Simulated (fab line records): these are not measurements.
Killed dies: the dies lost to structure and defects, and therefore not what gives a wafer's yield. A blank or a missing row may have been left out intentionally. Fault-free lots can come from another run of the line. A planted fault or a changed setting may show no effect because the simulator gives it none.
One fault seen from 2 desks / flow nand_harc / each desk holds nothing but its own numbers, with what lay behind them at the end

== THE TOOL OWNER'S DESK: pecvd_onon-02 ==
The tool's own readings at NHARC_A_ONON_D1_DEP_09 (target thk 1000 nm): means of the sampled wafers that have a number, for each lot that ran on this tool. The brackets show how far a lot's mean lies from the usual mean; more than 4 standard deviations puts the lot out of limits, marked OUT.
Columns: A = n2_flow_sccm at NHARC_A_ONON_D1_DEP_09, usual 2750 sccm; B = n2o_flow_sccm at NHARC_A_ONON_D1_DEP_09, usual 2000 sccm
lot=L551; first seen here=day 8 13:53; A=2751; B=2002
lot=L553; first seen here=day 9 06:11; A=2745; B=2000
lot=L559; first seen here=day 12 02:14; A=2757; B=1993
lot=L561; first seen here=day 12 12:55; A=2757; B=1993
lot=L568; first seen here=day 15 13:38; A=2747; B=2002
lot=L569; first seen here=day 16 01:06; A=2740; B=1997
This desk found nothing out of limits on any of the 6 lots.

== METROLOGY DESK ==
What the gauges read, lot by lot, whatever tool the lot ran on: means of the sampled wafers that have a number. The brackets show how far a lot's mean lies from the usual mean; more than 4 standard deviations puts the lot out of limits, marked OUT.
Columns: A = thk_nm at NHARC_A_ONON_D1_THK_MEAS_02, usual 998 nm; B = thk_nm at NHARC_A_ONON_D1_THK_MEAS_11, usual 996 nm; C = thk_nm at NHARC_A_ONON_D1_THK_MEAS_34, usual 200.6 nm
lot=L549; first seen here=day 7 19:21; A=1009; B=1005; C=201.2
lot=L551; first seen here=day 8 12:41; A=1006; B=988; C=198.3
lot=L553; first seen here=day 9 04:56; A=985; B=1018; C=199.0
lot=L555; first seen here=day 10 05:13; A=1010; B=1010; C=201.8
lot=L556; first seen here=day 10 15:05; A=997; B=992; C=202.2
lot=L557; first seen here=day 11 06:50; A=993; B=988; C=202.7
lot=L558; first seen here=day 11 15:28; A=1004; B=1013; C=203.7
lot=L559; first seen here=day 12 00:59; A=985; B=980; C=202.5
lot=L561; first seen here=day 12 11:16; A=995; B=997; C=202.3
lot=L560; first seen here=day 12 11:19; A=1011; B=1006; C=197.4
lot=L562; first seen here=day 13 20:20; A=1014; B=993; C=198.0
lot=L568; first seen here=day 15 12:20; A=975; B=1878 (+92) OUT; C=-
lot=L569; first seen here=day 15 23:55; A=988; B=1876 (+92) OUT; C=-
This desk's verdict: out of limits on L568, L569, starting with L568 at day 15 14:02 (thk_nm at NHARC_A_ONON_D1_THK_MEAS_11). In limits: L549, L551, L553, L555, L556, L557, L558, L559, L561, L560, L562.

== TAKEN TOGETHER ==
The metrology desk could have raised an alarm at day 15 14:02, on L568, L569.
The desk of the tool owner found nothing out of limits.
Tool owner's desk: L568, L569 on record, inside its limits.
NHARC_A_ONON_D1_DEP_09 was run on pecvd_onon-02 by each of the lots named.

== WHAT THE SIMULATOR PUT IN ==
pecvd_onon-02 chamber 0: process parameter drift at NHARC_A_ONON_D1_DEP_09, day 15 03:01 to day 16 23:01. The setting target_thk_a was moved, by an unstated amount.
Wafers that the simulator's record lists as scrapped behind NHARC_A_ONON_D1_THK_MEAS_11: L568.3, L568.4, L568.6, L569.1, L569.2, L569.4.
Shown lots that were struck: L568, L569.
Hours from the fault's start to each desk's first reading out of limits: the metrology desk, 11.
